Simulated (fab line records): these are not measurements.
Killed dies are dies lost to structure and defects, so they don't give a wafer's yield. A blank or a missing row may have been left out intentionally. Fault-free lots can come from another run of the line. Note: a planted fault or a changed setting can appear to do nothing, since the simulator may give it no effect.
Matching of chambers -- flow n5 finfet -- N5_BEOL_M4_ILD_DEP_00 on pecvd-03: 3 sister chambers
The step deposits SiOC from DEMS/O2, target thk 79 nm, time 15.3 s. 14 wafers are shown with their chamber, then 7 later ones without.

== WAFERS WITH THEIR CHAMBER ==
wafer,chamber,heater power w (W),showerhead plenum p Torr (Torr),throttle valve pct (%)
L074.1,0,611,5.710,11.0
L074.4,2,508,5.712,11.5
L074.5,0,598,5.742,11.5
L080.3,2,479,5.738,11.4
L080.4,1,475,5.703,11.6
L080.5,2,470,5.725,11.6
L085.2,2,419,5.720,11.8
L085.5,0,620,5.721,11.2
L085.6,2,436,5.724,11.4
L090.2,2,468,5.720,11.5
L090.3,0,614,5.708,11.4
L090.5,0,608,5.722,11.5
L088.1,0,533,5.727,11.7
L088.3,1,472,5.701,11.7

SIGNATURES (averages over the wafers above)
reading,chamber 0,chamber 1,chamber 2,scatter within a chamber
heater power w,597.33,473.50,463.33,30.5
showerhead plenum p Torr,5.72167,5.70200,5.72317,0.0102
throttle valve pct,11.383,11.650,11.533,0.197
Rule: for a wafer and a chamber, the distance is found by dividing, reading by reading, the gap between the wafer's reading and the chamber's mean by the reading's scatter, squaring, summing and taking the root. If the next closest chamber is less than 2 further off than the closest, the wafer can't be placed; otherwise it belongs to the closest. The scatter: take each reading less its chamber's mean, square it, sum over the shown wafers, divide by the number of wafers less the number of chambers, and take the root.

== WAFERS WITH NO CHAMBER GIVEN ==
wafer,heater power w (W),showerhead plenum p Torr (Torr),throttle valve pct (%)
L088.4,538,5.720,11.4
L089.1,502,5.725,11.7
L089.4,512,5.725,11.9
L089.5,506,5.724,11.7
L096.2,484,5.703,11.7
L096.4,482,5.703,11.8
L096.6,427,5.723,11.6

== WHICH CHAMBER EACH WENT THROUGH ==
wafer,from the rows above,in truth
L088.4,can't be placed: 0 or 2 or 1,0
L089.1,can't be placed: 2 or 1 or 0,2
L089.4,can't be placed: 2 or 1 or 0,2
L089.5,can't be placed: 2 or 1 or 0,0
L096.2,can't be placed: 1 or 2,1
L096.4,can't be placed: 1 or 2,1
L096.6,can't be placed: 2 or 1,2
0 of 7 placed correctly. These rows do not allow placing 7 (true chamber among the candidates in 7). Placed wrongly: 0.
